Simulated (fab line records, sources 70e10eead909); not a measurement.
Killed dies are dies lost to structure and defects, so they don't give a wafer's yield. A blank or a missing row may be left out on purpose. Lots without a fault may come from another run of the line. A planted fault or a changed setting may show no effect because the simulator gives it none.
Chamber matching | flow nand_harc | NHARC_A_STAIRCASE_TRIM_220 on rie_diel-05: 4 sister chambers
The step chemistry O2, time 211.2 s. 20 wafers are shown with their chamber, then 10 later ones without.

WAFERS WITH THEIR CHAMBER
wafer  | chamber | showerhead_plenum_p_Torr (Torr) | oes_product_au (a.u.) | rf_vpp_V (V)
L074.2 | 3       | 3.56                            | 1.005                 | 58.0
L074.4 | 2       | 3.44                            | 0.997                 | 57.7
L074.5 | 1       | 3.67                            | 0.998                 | 58.0
L077.1 | 3       | 3.56                            | 0.993                 | 55.7
L077.2 | 0       | 3.29                            | 1.007                 | 57.1
L077.3 | 1       | 3.66                            | 0.998                 | 58.4
L077.4 | 2       | 3.44                            | 1.001                 | 57.2
L077.5 | 1       | 3.66                            | 0.996                 | 57.1
L077.6 | 2       | 3.44                            | 0.999                 | 58.0
L080.2 | 1       | 3.66                            | 0.977                 | 59.5
L080.4 | 2       | 3.44                            | 1.002                 | 58.2
L080.5 | 1       | 3.66                            | 0.988                 | 57.4
L081.2 | 1       | 3.66                            | 0.981                 | 58.9
L081.4 | 0       | 3.29                            | 1.008                 | 56.9
L081.5 | 3       | 3.55                            | 0.996                 | 59.3
L085.1 | 2       | 3.43                            | 0.994                 | 58.4
L085.2 | 3       | 3.54                            | 0.999                 | 59.7
L085.6 | 3       | 3.54                            | 1.000                 | 58.5
L084.3 | 3       | 3.54                            | 1.014                 | 57.6
L084.4 | 1       | 3.65                            | 0.983                 | 58.7

SIGNATURES (means of the wafers above)
reading                  | chamber 0 | chamber 1 | chamber 2 | chamber 3 | scatter within a chamber
showerhead_plenum_p_Torr | 3.2900    | 3.6600    | 3.4380    | 3.5483    | 0.00691
oes_product_au           | 1.00750   | 0.98871   | 0.99860   | 1.00117   | 0.00696
rf_vpp_V                 | 57.000    | 58.286    | 57.900    | 58.133    | 0.98
Rule: a wafer's distance from a chamber is the root of the sum, over the readings, of the square of ((its reading less the chamber's mean) divided by the reading's scatter). The wafer belongs to the nearest chamber; if the next one is less than 2 further off, it can't be placed. The scatter: the root of (the sum of the squares of (reading less its chamber's mean) over the shown wafers, divided by (wafers less chambers)).

WAFERS WITHOUT THEIR CHAMBER
wafer  | showerhead_plenum_p_Torr (Torr) | oes_product_au (a.u.) | rf_vpp_V (V)
L084.5 | 3.65                            | 0.978                 | 57.6
L089.3 | 3.65                            | 0.992                 | 59.9
L089.4 | 3.54                            | 1.000                 | 57.3
L089.6 | 3.42                            | 1.006                 | 58.1
L092.1 | 3.27                            | 0.984                 | 56.4
L092.4 | 3.53                            | 0.999                 | 58.8
L092.5 | 3.27                            | 0.983                 | 56.7
L092.2 | 3.42                            | 1.003                 | 58.8
L092.3 | 3.64                            | 0.991                 | 58.0
L092.6 | 3.53                            | 1.004                 | 57.4

WHICH CHAMBER EACH WENT THROUGH
wafer  | from the rows above | in truth
L084.5 | 1                   | 1
L089.3 | 1                   | 1
L089.4 | 3                   | 3
L089.6 | 2                   | 2
L092.1 | 0                   | 0
L092.4 | 3                   | 3
L092.5 | 0                   | 0
L092.2 | 2                   | 2
L092.3 | 1                   | 1
L092.6 | 3                   | 3
Placed correctly: 10 of 10. Can't be placed from these rows: 0. Placed wrongly: 0.
